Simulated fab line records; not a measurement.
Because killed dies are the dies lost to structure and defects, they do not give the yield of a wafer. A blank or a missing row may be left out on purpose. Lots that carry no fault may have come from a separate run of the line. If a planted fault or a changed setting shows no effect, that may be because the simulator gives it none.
Matching of chambers || flow nand-harc || 3 sister chambers for NHARC_A_STAIRCASE_DEP_151 on pecvd-03
The step deposits SiO2, target thk 7200 nm. 6 wafers are shown with their chamber, then 8 later ones without.

WAFERS WITH THEIR CHAMBER
{"wafer": "L082.1", "chamber": 2, "heater-power-w (W)": 638}
{"wafer": "L084.4", "chamber": 1, "heater-power-w (W)": 682}
{"wafer": "L087.2", "chamber": 0, "heater-power-w (W)": 589}
{"wafer": "L087.3", "chamber": 1, "heater-power-w (W)": 764}
{"wafer": "L087.4", "chamber": 0, "heater-power-w (W)": 482}
{"wafer": "L090.4", "chamber": 2, "heater-power-w (W)": 569}

WAFERS WITHOUT THEIR CHAMBER
{"wafer": "L090.5", "heater-power-w (W)": 682}
{"wafer": "L090.6", "heater-power-w (W)": 453}
{"wafer": "L092.2", "heater-power-w (W)": 634}
{"wafer": "L092.4", "heater-power-w (W)": 451}
{"wafer": "L092.6", "heater-power-w (W)": 566}
{"wafer": "L094.2", "heater-power-w (W)": 811}
{"wafer": "L094.5", "heater-power-w (W)": 463}
{"wafer": "L094.6", "heater-power-w (W)": 669}

WHICH CHAMBER EACH WENT THROUGH
{"wafer": "L090.5", "from the rows above": "can't be placed: 1 or 2 or 0", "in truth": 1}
{"wafer": "L090.6", "from the rows above": "can't be placed: 0 or 2", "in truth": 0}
{"wafer": "L092.2", "from the rows above": "can't be placed: 2 or 1 or 0", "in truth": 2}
{"wafer": "L092.4", "from the rows above": "can't be placed: 0 or 2", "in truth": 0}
{"wafer": "L092.6", "from the rows above": "can't be placed: 0 or 2", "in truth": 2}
{"wafer": "L094.2", "from the rows above": "can't be placed: 1 or 2", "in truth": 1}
{"wafer": "L094.5", "from the rows above": "can't be placed: 0 or 2", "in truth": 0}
{"wafer": "L094.6", "from the rows above": "can't be placed: 1 or 2 or 0", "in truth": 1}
Correct placement for 0 of the 8. Cannot be placed on the basis of these rows: 8; the candidates contain the true chamber in 8. Wrongly placed: 0.
How it was worked out, from the rows above alone: a wafer's distance from a chamber is the root of the sum, over the readings, of the square of ((its reading less the chamber's mean) divided by the reading's scatter). If the next closest chamber is less than 2 further off than the closest, the wafer can't be placed; otherwise it belongs to the closest. For every chamber, the mean is computed from those of its wafers that are shown. The scatter: take each reading less its chamber's mean, square it, sum over the shown wafers, divide by the number of wafers less the number of chambers, and take the root.
